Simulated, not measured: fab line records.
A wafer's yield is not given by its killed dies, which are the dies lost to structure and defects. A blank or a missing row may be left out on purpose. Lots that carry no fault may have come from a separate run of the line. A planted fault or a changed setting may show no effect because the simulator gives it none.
Matching of chambers    flow n5Finfet    pecvd-04 running N5_BEOL_M2_PECVD_72: 3 sister chambers
The step deposits SiO2 from TEOS/O2, target thk 16 nm, time 18 s. 6 wafers are shown with their chamber, then 7 later ones without.

WAFERS PAIRED WITH THEIR CHAMBERS
wafer   chamber  showerheadPlenumPTorr (Torr)  throttleValvePct (%)
L084.2  2        8.93                          24.3
L085.1  1        8.81                          22.8
L085.3  1        8.79                          22.8
L085.4  0        8.76                          24.1
L088.1  2        8.90                          21.5
L088.5  0        8.74                          24.0

WAFERS WITHOUT THEIR CHAMBER
wafer   showerheadPlenumPTorr (Torr)  throttleValvePct (%)
L088.6  8.92                          21.1
L089.3  8.75                          23.9
L089.4  8.91                          21.2
L089.6  8.78                          24.1
L095.4  8.89                          21.3
L095.5  8.77                          23.7
L095.6  8.90                          21.3

THE CHAMBER EACH PASSED THROUGH
wafer   from the rows above      in truth
L088.6  2                        2
L089.3  0                        0
L089.4  2                        2
L089.6  can't be placed: 1 or 0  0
L095.4  2                        2
L095.5  can't be placed: 0 or 1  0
L095.6  2                        2
5 of 7 placed correctly. Not placeable from these rows: 2 (in 2, the candidates include the true chamber). Placed wrongly: 0.
How it was worked out, from the rows above alone: a wafer's distance from a chamber is the root of the sum, over the readings, of the square of ((its reading less the chamber's mean) divided by the reading's scatter). The wafer belongs to the nearest chamber; if the next one is less than 2 further off, it can't be placed. For every chamber, the mean is computed from those of its wafers that are shown. The scatter: take each reading less its chamber's mean, square it, sum over the shown wafers, divide by the number of wafers less the number of chambers, and take the root.
